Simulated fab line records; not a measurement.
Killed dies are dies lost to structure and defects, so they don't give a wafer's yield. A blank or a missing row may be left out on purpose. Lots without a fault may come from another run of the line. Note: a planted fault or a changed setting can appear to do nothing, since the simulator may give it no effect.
Which tool was responsible?	flow n5Finfet	12 lots, 36 wafers sampled, at 2 steps of a route of 1938

WHAT THE GAUGES SHOWED, per wafer
N5_BEOL_M3_INSPECT_59: inspects for defects (darkfield).
lot	measured	on	rawDefectCount
L077	day 7 18:11	defectInspect-02	144 86 69
L076	day 7 22:32	defectInspect-01	75 123 91
L080	day 8 23:58	defectInspect-02	75 80 98
L081	day 9 01:42	defectInspect-01	80 64 43
L083	day 9 10:38	defectInspect-01	52 55 65
L085	day 10 06:29	defectInspect-02	52 85 56
L087	day 10 21:13	defectInspect-02	55 62 46
L090	day 11 06:41	defectInspect-01	87 100 82
L091	day 11 15:29	defectInspect-02	45 54 51
L093	day 12 05:16	defectInspect-02	72 105 94
L095	day 12 17:49	defectInspect-01	116 92 78
L097	day 13 06:08	defectInspect-02	100 92 80

TOOL THAT RAN EACH LOT (tool first, then ch and the chambers of the sampled wafers, then the start)
lot	N5_BEOL_M3_SPUTTER_92
L077	pvdSputter-01, day 7 16:07
L076	pvdSputter-02, day 7 20:58
L080	pvdSputter-01, day 8 22:20
L081	pvdSputter-01, day 9 00:11
L083	pvdSputter-03, day 9 09:01
L085	pvdSputter-02, day 10 04:53
L087	pvdSputter-02, day 10 19:41
L090	pvdSputter-01, day 11 05:09
L091	pvdSputter-02, day 11 13:58
L093	pvdSputter-02, day 12 03:43
L095	pvdSputter-02, day 12 16:18
L097	pvdSputter-03, day 13 04:35
- N5_BEOL_M3_SPUTTER_92: material Cu, target thk 4.5 nm, time 8.29 s.

THE ANSWER, worked out from the rows above alone
Rule: what is usual is taken from the lots themselves. The widest of any qualifying gaps counts: lots, ordered by their means at a reading, are off when they make up no more than a third of the lots, leave a main group of 4 or more, and stand apart from it by 3 or more times the standard deviation of that group's means. Not used: any main group whose means are identical at the precision the tables above print for the reading. Also off: a lot with no number at a reading for which 4 or more lots have one. All remaining lots with rows at the step are treated as sound.
No lot is off at any reading shown: from this, nothing can be told.

WHAT WAS PUT IN BY THE SIMULATOR
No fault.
